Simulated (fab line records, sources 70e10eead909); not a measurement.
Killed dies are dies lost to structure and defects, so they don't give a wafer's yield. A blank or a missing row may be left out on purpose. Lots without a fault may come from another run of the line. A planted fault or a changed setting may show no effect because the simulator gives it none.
Chamber matching | flow nand_harc | NHARC_THIN_TSV_DEP_47 on pecvd-02: 3 sister chambers
The step deposits SiO2, target thk 200 nm. 6 wafers are shown with their chamber, then 8 later ones without.

WAFERS WITH THEIR CHAMBER
wafer  | chamber | throttle_valve_pct (%) | flow_sccm (sccm)
L529.2 | 1       | 15.3                   | 2660
L530.6 | 0       | 15.6                   | 2640
L539.1 | 1       | 15.6                   | 2651
L539.3 | 0       | 15.7                   | 2651
L539.5 | 2       | 15.7                   | 2653
L541.1 | 2       | 16.0                   | 2644

WAFERS WITHOUT THEIR CHAMBER
wafer  | throttle_valve_pct (%) | flow_sccm (sccm)
L541.5 | 15.6                   | 2639
L541.6 | 15.4                   | 2653
L540.1 | 15.5                   | 2660
L540.2 | 15.8                   | 2659
L540.3 | 15.2                   | 2655
L542.2 | 15.6                   | 2656
L542.3 | 15.8                   | 2647
L542.5 | 15.5                   | 2651

WHICH CHAMBER EACH WENT THROUGH
wafer  | from the rows above          | in truth
L541.5 | can't be placed: 0 or 2 or 1 | 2
L541.6 | can't be placed: 1 or 0      | 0
L540.1 | can't be placed: 1 or 0 or 2 | 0
L540.2 | can't be placed: 2 or 1 or 0 | 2
L540.3 | can't be placed: 1 or 0      | 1
L542.2 | can't be placed: 1 or 0 or 2 | 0
L542.3 | can't be placed: 2 or 0 or 1 | 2
L542.5 | can't be placed: 1 or 0 or 2 | 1
Placed correctly: 0 of 8. Can't be placed from these rows: 8 (the true chamber is among the candidates in 8). Placed wrongly: 0.
How it was worked out, from the rows above alone: a wafer's distance from a chamber is the root of the sum, over the readings, of the square of ((its reading less the chamber's mean) divided by the reading's scatter). The wafer belongs to the nearest chamber; if the next one is less than 2 further off, it can't be placed. A chamber's mean is the mean of its shown wafers. The scatter: the root of (the sum of the squares of (reading less its chamber's mean) over the shown wafers, divided by (wafers less chambers)).
